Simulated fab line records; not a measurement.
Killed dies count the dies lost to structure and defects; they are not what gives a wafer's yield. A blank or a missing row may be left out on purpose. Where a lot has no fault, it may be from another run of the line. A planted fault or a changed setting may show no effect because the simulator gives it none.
Struck lot and sound lot, side by side / flow n5Finfet / 15 steps out of a route of 1938
Sound: wafers L534.1, L534.2, L534.5. Struck: wafers L535.3, L535.5. The cause is given at the end.
For every step that has rows: the tool of each side, followed by ch and its chambers, followed by its first start. Under that, the readings that differ: sound wafers / struck wafers / difference of the means / sigmas: that difference in standard deviations of wafers without a fault.
alike: readings whose means differ by less than 2 such deviations, and words and numbers that are the same on both sides. not compared: withheld readings, readings that some wafer has no value for, bounds like >300 that may hide the same value, and numbers for which the record gives no deviation and whose values overlap.
The two part at a step that has a row with sigmas, a row that says differs or no value, or rows on one side only. Non-overlapping numbers with no deviation appear without sigmas and do not part them. A reading that every wafer of one side lacks parts them only if that side has two wafers or more.

N5_BEOL_M15_SPUTTER_45: material Cu, target thk 100 nm, time 16.67 s.
  struck on pvdSputter-03, day 15 16:28; sound on pvdSputter-01, day 15 04:09
  alike: chuckSensorTempC, throttleValvePct
then, 1 step without rows for these wafers: N5_BEOL_M15_ECD_47 (material Cu, target thk 1860 nm).
N5_BEOL_M15_ANNEAL_48: time 90 s.
  sound on rtpAnneal-01 ch 0, day 15 04:46; struck on rtpAnneal-02 ch 0, day 15 17:06
  alike: wafer_temp_C_max
then, 1 step without rows for these wafers: N5_BEOL_M15_CMP_49 (polishes, stops on SiO2, t overpolish 4.9 s, target thk 850 nm).
N5_BEOL_M15_THK_MEAS_50: measures by xrf.
  struck on filmMetro-01, day 15 17:36; sound on filmMetro-02, day 15 05:22
  alike: M15_THK
then, 1 step without rows for these wafers: N5_BEOL_M15_PRE_CLEAN_52 (time 15 s).
N5_BEOL_M15_DEP_53: deposits SiCN from 3MS/NH3, target thk 50 nm, time 17.8 s.
  sound on pecvd-02 ch 0,1, day 15 05:26; struck on pecvd-01 ch 2, day 15 17:40
reading=showerheadPlenumPTorr (Torr); sound=4.141 4.150 4.156; struck=4.201 4.191; difference=+0.047; sigmas=+2
  alike: throttleValvePct
  not compared: sinceWetCleanH
N5_BEOL_M15_RS_MEAS_54: uses a four-point probe to measure.
  struck on filmMetro-02, day 15 17:44; sound on filmMetro-02, day 15 05:30
  alike: M15_RS
N5_BEOL_M15_INSPECT_55: inspects for defects (darkfield).
  struck on defectInspect-02, day 15 17:45; sound on defectInspect-01, day 15 05:31
  alike: rawDefectCount
N5_BEOL_M15_RC_MEAS_101:
  sound on prober-02 ch 0, day 15 05:33; struck on prober-02 ch 0, day 15 18:05
reading=SERP_M11 (ohm/um); sound=2.90 2.99 3.10; struck=3.19 3.21; difference=+0.20; sigmas=+2
reading=SERP_M12_max_site (ohm/um); sound=0.644 0.648 0.623; struck=0.684 0.684; difference=+0.046; sigmas=+2
  alike: COMB_M10, COMB_M11, COMB_M12, COMB_M12_max_site, COMB_M13, COMB_M14, COMB_M15, COMB_M5, COMB_M6, COMB_M7, COMB_M8, COMB_M9, SERP_M10, SERP_M10_max_site, SERP_M12, SERP_M13, SERP_M14, SERP_M5, SERP_M6, SERP_M7, SERP_M8, SERP_M9
then, 1 step without rows for these wafers: N5_PASSIVATION_PECVD_00 (deposits SiO2 from SiH4/N2O, target thk 200 nm, time 11.2 s).
N5_MIM_BOT_DEGAS_01: time 60 s.
  struck on pvdSputter-02, day 15 19:39; sound on pvdSputter-02, day 15 08:07
  alike: heaterPowerW
N5_MIM_BOT_SPUTTER_00: material TiN, target thk 35 nm, time 89.7 s.
  struck on pvdSputter-02, day 15 19:41; sound on pvdSputter-02, day 15 08:10
reading=model.TiN_of_MIM_BOT_SPUTTER_00.thkNm (nm); sound=35.4 34.6 34.8; struck=18 17.6; difference=-17; sigmas=
  alike: throttleValvePct
N5_MIM_TOP_ALD_00: deposits Al2O3, purge time 3 s, co reactant pulse time 3 s.
  sound on aldHk-03 ch 0,3, day 15 08:16; struck on aldHk-02 ch 0,3, day 15 19:47
  alike: precursorPulseHeightRel
N5_PASSIVATION_PROBE_49:
  the record has rows for the struck wafers here (prober-01, day 16 09:14) and none for the sound ones

## WHERE THEY PART
At N5_BEOL_M15_DEP_53 first; at N5_PASSIVATION_PROBE_49 last (within this record only).

WHY: whatever the simulator had introduced
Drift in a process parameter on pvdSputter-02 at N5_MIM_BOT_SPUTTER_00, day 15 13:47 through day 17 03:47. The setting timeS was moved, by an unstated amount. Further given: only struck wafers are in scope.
